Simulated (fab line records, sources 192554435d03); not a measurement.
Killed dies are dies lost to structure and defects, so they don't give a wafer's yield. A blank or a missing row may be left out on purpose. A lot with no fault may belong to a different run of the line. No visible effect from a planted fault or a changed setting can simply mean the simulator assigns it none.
fab line records -- flow n5-finfet
record lots=7, wafers=21
route steps=1938 shown BEOL_M15@1802 TV_OPEN@1888 PASSIVATION@1915
start-h: start of the lot's first displayed wafer, in hours after the record's first day -- wait-h: how many hours have passed since the lot's step before this one -- " unchanged from the row above -- L1.1+2: a single row standing in for several wafers -- - value missing, or start not given -- * or withheld: withheld -- < > ~ a bound
route shown NAME@n: NAME is a module with steps in the file, n the number in the route of the first one -- usual: mean/standard deviation of fault-free wafers -- same: alike in all rows -- chamber/n: place in a boat -- sites: per-site readings -- _std_site: standard deviation of those values -- _edge_site: mean of outer sites minus mean of inner sites -- radius-mm: for every site, how far away it sits from the centre of the wafer -- mask NAME#n: copy n -- behind: the tool/chamber that last shaped the wafer -- hold: why the lot was held/for how many hours/how that ended -- device: whichever transistor did not switch (one of n, p or np) -- end of line: the tests these same wafers got at the end of their route -- where a step has no rows: the recipe by itself -- killed: the dies lost at the first sort to structure and to defects; this is not the yield of the wafer -- map: the dies of a wafer, with x for killed, . for not killed, _ for no die there
set.NAME: the setting as run; set.NAME@STEP: as run at that earlier step -- model.NAME: the simulator's own value behind a step, which no gauge read
lots whose settings were changed on purpose; a table a step, a row a wafer
## steps
# step N5_BEOL_M15_DEVELOP_27
# recipe develop-time-s=45, rinse-liquid=diw, dry=air-spin, dev-temp-c=21
lot.wafer,tool,chamber,start-h,wait-h,set.develop-time-s
L078.2,litho-track-03,0,-,-,45
L078.3+4,litho-track-03,0,-,-,35.27
L083.4+5+6,litho-track-05,0,-,-,45
L085.2+5,litho-track-05,0,-,-,35.13
L085.3,litho-track-05,0,-,-,45
L089.4+5+6,litho-track-04,0,-,-,48.03
L088.1+3,litho-track-05,0,-,-,45
L088.2,litho-track-05,0,-,-,40.39
L092.2,litho-track-03,0,-,-,52.23
L092.3+6,litho-track-03,0,-,-,45
L095.2+3,litho-track-04,0,-,-,54.04
L095.5,litho-track-04,0,-,-,45
# step N5_BEOL_M15_HARDBAKE_32
# recipe temp-c=130, time-s=120
# step N5_BEOL_M15_CD_MEAS_28
# recipe target-cd-nm=407.6, landing-energy-ev=500, detector=se-inlens
# usual cd-nm=408.1/1.7
lot.wafer,tool,chamber,start-h,wait-h,set.peb-temp-c@BEOL_M15_PEB_26,cd-nm
L078.2,cd-sem-02,0,298.22,-,130,409.9
L078.3,cd-sem-02,0,298.22,-,130,407.7
L078.4,cd-sem-02,0,298.22,-,130,410.3
L083.4,cd-sem-01,0,328.77,-,130,408.9
L083.5,cd-sem-01,0,328.77,-,130,408.8
L083.6,cd-sem-01,0,328.77,-,130,409.2
L085.2,cd-sem-01,0,343.12,-,130,408.3
L085.3,cd-sem-01,0,343.12,-,130,409.1
L085.5,cd-sem-01,0,343.12,-,133.5,420.2
L089.4,cd-sem-02,0,346.71,-,130,404.6
L089.5,cd-sem-02,0,346.71,-,130,406.5
L089.6,cd-sem-02,0,346.71,-,130,405.4
L088.1,cd-sem-02,0,359.41,-,129,403.5
L088.2,cd-sem-02,0,359.41,-,130,407.5
L088.3,cd-sem-02,0,359.41,-,129,404.3
L092.2,cd-sem-02,0,367.21,-,127.5,395.1
L092.3,cd-sem-02,0,367.21,-,130,408.6
L092.6,cd-sem-02,0,367.21,-,130,410.0
L095.2,cd-sem-03,0,397.54,-,132,415.5
L095.3,cd-sem-03,0,397.54,-,130,409.0
L095.5,cd-sem-03,0,397.54,-,132,416.6
# step N5_BEOL_M15_DESCUM_33
# recipe chemistry=O2, time-s=7.9, source-power-w=50, bias-power-w=20, pressure-mtorr=20, rf-frequency-hz=2.712e+07, temp-c=40, o2-flow-sccm=225
lot.wafer,tool,chamber,start-h,wait-h,set.peb-temp-c@BEOL_M15_PEB_26,model.BEOL_M15.cd-nm
L078.2,rie-diel-02,1,299.09,0.8,130,409.8
L078.3,rie-diel-02,0,299.09,0.8,130,407.2
L078.4,rie-diel-02,3,299.09,0.8,130,410.2
L083.4+5,rie-diel-03,"2,0",328.89,0.1,130,408.8
L083.6,rie-diel-03,1,328.89,0.1,130,409.6
L085.2,rie-diel-04,1,343.39,0.2,130,408.2
L085.3,rie-diel-04,3,343.39,0.2,130,409
L085.5,rie-diel-04,3,343.39,0.2,133.5,420.6
L089.4,rie-diel-03,0,346.80,0.0,130,404.6
L089.5,rie-diel-03,2,346.80,0.0,130,406.4
L089.6,rie-diel-03,3,346.80,0.0,130,405.6
L088.1,rie-diel-03,0,359.63,0.2,129,403.4
L088.2,rie-diel-03,3,359.63,0.2,130,407.8
L088.3,rie-diel-03,2,359.63,0.2,129,404.2
L092.2,rie-diel-04,1,367.30,0.0,127.5,395
L092.3,rie-diel-04,0,367.30,0.0,130,408.4
L092.6,rie-diel-04,0,367.30,0.0,130,410
L095.2,rie-diel-02,2,397.73,0.1,132,415.8
L095.3,rie-diel-02,1,397.73,0.1,130,409
L095.5,rie-diel-02,1,397.73,0.1,132,416.6
# step N5_BEOL_M15_ETCH_61
# recipe chemistry=N2/H2, target=BARC, target-depth-a=890, overetch-a=267, time-s=67.9, ion-energy-ev=200, pressure-mtorr=30, source-w=840, bias-w=150, n2-flow-sccm=200, h2-flow-sccm=200
lot.wafer,tool,chamber,start-h,wait-h,set.peb-temp-c@BEOL_M15_PEB_26,model.BEOL_M15.cd-nm
L078.2,rie-diel-02,1,299.13,0.0,130,402.8
L078.3,rie-diel-02,0,299.13,0.0,130,399.8
L078.4,rie-diel-02,3,299.13,0.0,130,401.6
L083.4,rie-diel-03,2,328.93,0.0,130,400.2
L083.5,rie-diel-03,0,328.93,0.0,130,400.8
L083.6,rie-diel-03,1,328.93,0.0,130,401.6
L085.2,rie-diel-04,1,343.42,0.0,130,399.8
L085.3,rie-diel-04,3,343.42,0.0,130,400.2
L085.5,rie-diel-04,3,343.42,0.0,133.5,411.6
L089.4,rie-diel-03,0,346.83,0.0,130,395.6
L089.5,rie-diel-03,2,346.83,0.0,130,398
L089.6,rie-diel-03,3,346.83,0.0,130,396.4
L088.1,rie-diel-03,0,359.66,0.0,129,394.8
L088.2,rie-diel-03,3,359.66,0.0,130,398.6
L088.3,rie-diel-03,2,359.66,0.0,129,396
L092.2,rie-diel-04,1,367.33,0.0,127.5,387.6
L092.3,rie-diel-04,0,367.33,0.0,130,400.4
L092.6,rie-diel-04,0,367.33,0.0,130,402.2
L095.2,rie-diel-02,2,397.77,0.0,132,408.6
L095.3,rie-diel-02,1,397.77,0.0,130,401.4
L095.5,rie-diel-02,1,397.77,0.0,132,408.8
# step N5_BEOL_M15_TRENCH_ETCH_34
# recipe chemistry=C4F8/O2/Ar, target=SiO2, target-depth-a=8729.3, he-inner-torr=15, he-outer-torr=30, time-s=199, ion-energy-ev=800, pressure-mtorr=20, source-w=1905, bias-w=2040, Ar_flow_sccm=400, C4F8_flow_sccm=16, O2_flow_sccm=12
lot.wafer,tool,chamber,start-h,wait-h,set.peb-temp-c@BEOL_M15_PEB_26,model.BEOL_M15.cd-nm
L078.2,rie-diel-02,1,299.18,0.0,130,402.8
L078.3,rie-diel-02,0,299.18,0.0,130,400
L078.4,rie-diel-02,3,299.18,0.0,130,402.4
L083.4,rie-diel-03,2,329.03,0.1,130,399.8
L083.5,rie-diel-03,0,329.03,0.1,130,401.2
L083.6,rie-diel-03,1,329.03,0.1,130,401.6
L085.2,rie-diel-04,1,343.48,0.0,130,400
L085.3,rie-diel-04,3,343.48,0.0,130,399.4
L085.5,rie-diel-04,3,343.48,0.0,133.5,410.8
L089.4,rie-diel-03,0,346.88,0.0,130,395.6
L089.5,rie-diel-03,2,346.88,0.0,130,398
L089.6,rie-diel-03,3,346.88,0.0,130,396
L088.1,rie-diel-03,0,359.72,0.0,129,395
L088.2,rie-diel-03,3,359.72,0.0,130,398.4
L088.3,rie-diel-03,2,359.72,0.0,129,395.8
L092.2,rie-diel-04,1,367.38,0.0,127.5,387
L092.3,rie-diel-04,0,367.38,0.0,130,399.4
L092.6,rie-diel-04,0,367.38,0.0,130,401
L095.2,rie-diel-02,2,397.82,0.0,132,408
L095.3,rie-diel-02,1,397.82,0.0,130,400.8
L095.5,rie-diel-02,1,397.82,0.0,132,408.2
# step N5_BEOL_M15_STRIP_36
# recipe chemistry=O2, power-w=600, temp-c=60, pressure-mtorr=30, rf-frequency-hz=6e+07, bias-power-w=0, overash-fraction=0.3, o2-flow-sccm=225
# step N5_BEOL_M15_STRIP_62
# recipe chemistry=O2, power-w=600, temp-c=60, pressure-mtorr=30, rf-frequency-hz=6e+07, bias-power-w=0, overash-fraction=0.3, o2-flow-sccm=225
# step N5_BEOL_M15_STRIP_37
# recipe chemistry=O2, power-w=600, temp-c=60, pressure-mtorr=30, rf-frequency-hz=6e+07, bias-power-w=0, overash-fraction=0.3, o2-flow-sccm=225
# step N5_BEOL_M15_ETCH_38
# recipe chemistry=CF4/N2, target=SiCN, target-depth-a=1064, taper-deg=2, time-s=120.5, ion-energy-ev=150, mask-material=SiO2, pressure-mtorr=40, source-w=430, bias-w=70, Ar_flow_sccm=100, cf4-flow-sccm=60, n2-flow-sccm=60
lot.wafer,tool,chamber,start-h,wait-h,set.peb-temp-c@BEOL_M15_PEB_26,model.BEOL_M15.cd-nm
L078.2,rie-diel-02,2,-,-,130,402.8
L078.3,rie-diel-02,3,-,-,130,399.8
L078.4,rie-diel-02,1,-,-,130,402.4
L083.4,rie-diel-03,1,-,-,130,399.8
L083.5,rie-diel-03,1,-,-,130,401.2
L083.6,rie-diel-03,2,-,-,130,401.6
L085.2,rie-diel-03,1,-,-,130,400.2
L085.3,rie-diel-03,2,-,-,130,399.4
L085.5,rie-diel-03,0,-,-,133.5,410.8
L089.4,rie-diel-02,3,-,-,130,395.2
L089.5,rie-diel-02,1,-,-,130,398
L089.6,rie-diel-02,2,-,-,130,396
L088.1,rie-diel-04,2,-,-,129,395
L088.2,rie-diel-04,1,-,-,130,398.4
L088.3,rie-diel-04,0,-,-,129,395.8
L092.2,rie-diel-04,0,-,-,127.5,387
L092.3,rie-diel-04,2,-,-,130,399.4
L092.6,rie-diel-04,3,-,-,130,400.8
L095.2+5,rie-diel-03,"1,3",-,-,132,408.2
L095.3,rie-diel-03,2,-,-,130,400.8
# step N5_PASSIVATION_VIA_ETCH_13
# recipe chemistry=CHF3/O2, target=SiO2, target-depth-a=6600, CHF3_flow_sccm=50, O2_flow_sccm=5, Ar_flow_sccm=200, time-s=330, mask-material=PR, pressure-mtorr=30, source-w=650, bias-w=170, ion-energy-ev=200, ends=cleared
# usual etch-rf-on-time-s=235/5.2, rf-vpp-V=520/9.9
lot.wafer,tool,chamber,start-h,wait-h,set.bias-w,etch-rf-on-time-s,rf-vpp-V
L078.2,rie-diel-02,0,306.50,0.0,198.3,219,578
L078.3,rie-diel-02,3,306.50,0.0,170,233,540
L078.4,rie-diel-02,1,306.50,0.0,198.3,224,585
L083.4,rie-diel-03,2,340.36,0.0,170,238,516
L083.5,rie-diel-03,0,340.36,0.0,170,239,523
L083.6,rie-diel-03,1,340.36,0.0,170,231,506
L085.2,rie-diel-03,2,358.16,0.0,194.8,227,577
L085.3,rie-diel-03,3,358.16,0.0,194.8,224,569
L085.5,rie-diel-03,0,358.16,0.0,170,238,523
L089.4,rie-diel-03,0,362.04,0.0,149.9,248,472
L089.5,rie-diel-03,3,362.04,0.0,170,237,510
L089.6,rie-diel-03,0,362.04,0.0,170,236,523
L088.1,rie-diel-02,2,370.95,0.0,170,228,532
L088.2,rie-diel-02,1,370.95,0.0,184,225,551
L088.3,rie-diel-02,0,370.95,0.0,184,229,543
L092.2,rie-diel-02,0,377.93,0.0,153.5,245,469
L092.3,rie-diel-02,1,377.93,0.0,153.5,241,476
L092.6,rie-diel-02,2,377.93,0.0,170,236,531
L095.2,rie-diel-04,3,409.28,0.0,188.2,218,566
L095.3,rie-diel-04,2,409.28,0.0,188.2,225,559
L095.5,rie-diel-04,3,409.28,0.0,170,229,521
# step N5_PASSIVATION_PECVD_53
# recipe material=SiO2, target-thk-a=8000, temp-c=400, precursor=TEOS/O2, pressure-torr=6.5, rf-w=withheld, teos-flow-sccm=withheld, gas=O2, flow-sccm=2650, time-s=169.4
lot.wafer,tool,chamber,start-h,wait-h,set.time-s,model.SiO2_of_PASSIVATION_PECVD_53.thk-nm
L078.2,pecvd-04,2,310.80,0.0,155.6,725.4
L078.3,pecvd-04,0,310.80,0.0,155.6,732.2
L078.4,pecvd-04,2,310.80,0.0,155.6,739.2
L083.4,pecvd-04,2,343.67,0.1,169.4,802.2
L083.5,pecvd-04,1,343.67,0.1,169.4,811
L083.6,pecvd-04,0,343.67,0.1,169.4,813
L085.2,pecvd-04,2,360.83,0.0,169.4,794.4
L085.3,pecvd-04,0,360.83,0.0,183.2,877.4
L085.5,pecvd-04,0,360.83,0.0,169.4,816.6
L089.4,pecvd-01,2,364.59,0.1,169.4,783.2
L089.5,pecvd-01,1,364.59,0.1,169.4,822.8
L089.6,pecvd-01,0,364.59,0.1,178.2,846.2
L088.1,pecvd-04,0,375.53,0.0,169.4,805.6
L088.2,pecvd-04,1,375.53,0.0,153.9,728.8
L088.3,pecvd-04,2,375.53,0.0,153.9,717.6
L092.2,pecvd-03,0,380.96,0.0,161.2,760
L092.3,pecvd-03,2,380.96,0.0,161.2,757.2
L092.6,pecvd-03,1,380.96,0.0,169.4,811.4
L095.2,pecvd-01,0,411.95,0.0,194,901
L095.3,pecvd-01,1,411.95,0.0,169.4,805.2
L095.5,pecvd-01,2,411.95,0.0,194,902.8
# step N5_PASSIVATION_PEB_42
# recipe peb-temp-c=withheld, peb-time-s=*
lot.wafer,tool,chamber,start-h,wait-h,set.peb-time-s
L078.2+3,litho-track-02,0,311.23,0.0,*
L078.4,litho-track-02,0,311.23,0.0,*
L083.4+5+6,litho-track-01,0,344.04,0.0,*
L085.2,litho-track-02,0,361.37,0.0,*
L085.3+5,litho-track-02,0,361.37,0.0,*
L089.4+6,litho-track-05,0,365.09,0.0,*
L089.5,litho-track-05,0,365.09,0.0,*
L088.1+2+3,litho-track-02,0,376.09,0.1,*
L092.2+3+6,litho-track-05,0,381.51,0.0,*
L095.2+3+5,litho-track-01,0,412.38,0.0,*
# step N5_PASSIVATION_DEVELOP_43
# recipe develop-time-s=60, rinse-liquid=diw, dry=air-spin, dev-temp-c=21
# step N5_PASSIVATION_HARDBAKE_45
# recipe temp-c=130, time-s=120
# step N5_PASSIVATION_CD_MEAS_44
# recipe target-cd-nm=40000, landing-energy-ev=500, detector=se-inlens
# usual cd-nm=40001/4.4
lot.wafer,tool,chamber,start-h,wait-h,set.peb-time-s@PASSIVATION_PEB_42,cd-nm
L078.2,cd-sem-02,0,311.35,-,*,39988
L078.3,cd-sem-02,0,311.35,-,*,39993
L078.4,cd-sem-02,0,311.35,-,*,40007
L083.4,cd-sem-02,0,344.16,-,*,40008
L083.5,cd-sem-02,0,344.16,-,*,40008
L083.6,cd-sem-02,0,344.16,-,*,40002
L085.2,cd-sem-02,0,361.49,-,*,39980
L085.3,cd-sem-02,0,361.49,-,*,39997
L085.5,cd-sem-02,0,361.49,-,*,39997
L089.4,cd-sem-02,0,365.21,-,*,40005
L089.5,cd-sem-02,0,365.21,-,*,39999
L089.6,cd-sem-02,0,365.21,-,*,40002
L088.1,cd-sem-01,0,376.21,-,*,40000
L088.2,cd-sem-01,0,376.21,-,*,39999
L088.3,cd-sem-01,0,376.21,-,*,40003
L092.2,cd-sem-03,0,381.63,-,*,39996
L092.3,cd-sem-03,0,381.63,-,*,39994
L092.6,cd-sem-03,0,381.63,-,*,39998
L095.2,cd-sem-01,0,412.50,-,*,40012
L095.3,cd-sem-01,0,412.50,-,*,40009
L095.5,cd-sem-01,0,412.50,-,*,40003
## key
split step=N5_BEOL_M15_DEVELOP_27, setting=develop-time-s, stated=45, by=wafer
response none clear
split step=N5_PASSIVATION_VIA_ETCH_13, setting=bias-w, stated=170, by=wafer
response step=N5_PASSIVATION_VIA_ETCH_13, reading=etch-rf-on-time-s, change=*, per=1%, r=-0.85
response step=N5_PASSIVATION_VIA_ETCH_13, reading=rf-vpp-V, change=+3.39, per=1%, r=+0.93
split step=N5_PASSIVATION_PECVD_53, setting=time-s, stated=169.4, by=wafer
response step=N5_PASSIVATION_PECVD_53, reading=model.SiO2_of_PASSIVATION_PECVD_53.thk-nm, change=+7.84, per=1%, r=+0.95
split step=N5_PASSIVATION_PEB_42, setting=peb-time-s, stated=*, by=wafer
response step=N5_PASSIVATION_CD_MEAS_44, reading=cd-nm, change=+0.846, per=1%, r=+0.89
split outside-this-file step=N5_BEOL_M15_PEB_26 setting=peb-temp-c
# split outside-this-file: this setting was split too, and the file shows its column; the key of that split is in another file
